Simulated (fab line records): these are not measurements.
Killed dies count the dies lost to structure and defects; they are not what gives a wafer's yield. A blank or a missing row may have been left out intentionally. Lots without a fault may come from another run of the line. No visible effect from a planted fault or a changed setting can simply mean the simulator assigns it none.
The tool behind it: which one? / flow nand harc / route of 1302 steps, sampled at 1 step: 6 lots, 18 wafers

## WHAT EACH GAUGE READ, for each wafer
NHARC_P_ZERO_WELL_CD_MEAS_11: target cd 500 nm.
lot=L419; measured=day 2 07:16; on=cd sem-01; cd nm (nm)=497.4 497.0 495.3
lot=L421; measured=day 3 03:18; on=cd sem-03; cd nm (nm)=497.4 498.0 498.3
lot=L426; measured=day 5 05:15; on=cd sem-03; cd nm (nm)=499.5 499.6 499.7
lot=L428; measured=day 6 01:15; on=cd sem-02; cd nm (nm)=498.9 497.0 496.3
lot=L436; measured=day 9 09:14; on=cd sem-02; cd nm (nm)=498.1 495.2 499.6
lot=L441; measured=day 11 11:15; on=cd sem-03; cd nm (nm)=498.1 499.4 498.7

## WHAT TOOL EACH LOT RAN ON (gives the tool, then ch and the chambers of the sampled wafers, and finally the start)
The record holds no process step before these readings.

## THE ANSWER, worked out from the rows above alone
Rule: the usual values come from the lots themselves. The widest of any qualifying gaps counts: lots, ordered by their means at a reading, are off when they make up no more than a third of the lots, leave a main group of 4 or more, and stand apart from it by 3 or more times the standard deviation of that group's means. A main group whose means are all the same, to the digits that the tables above print for the reading, isn't used. A lot without any number at a reading at which 4 lots or more have one is off too. All remaining lots with rows at the step are treated as sound.
No lot is off on any of the readings shown, so nothing can be concluded from this.

## WHAT THE SIMULATOR PUT IN
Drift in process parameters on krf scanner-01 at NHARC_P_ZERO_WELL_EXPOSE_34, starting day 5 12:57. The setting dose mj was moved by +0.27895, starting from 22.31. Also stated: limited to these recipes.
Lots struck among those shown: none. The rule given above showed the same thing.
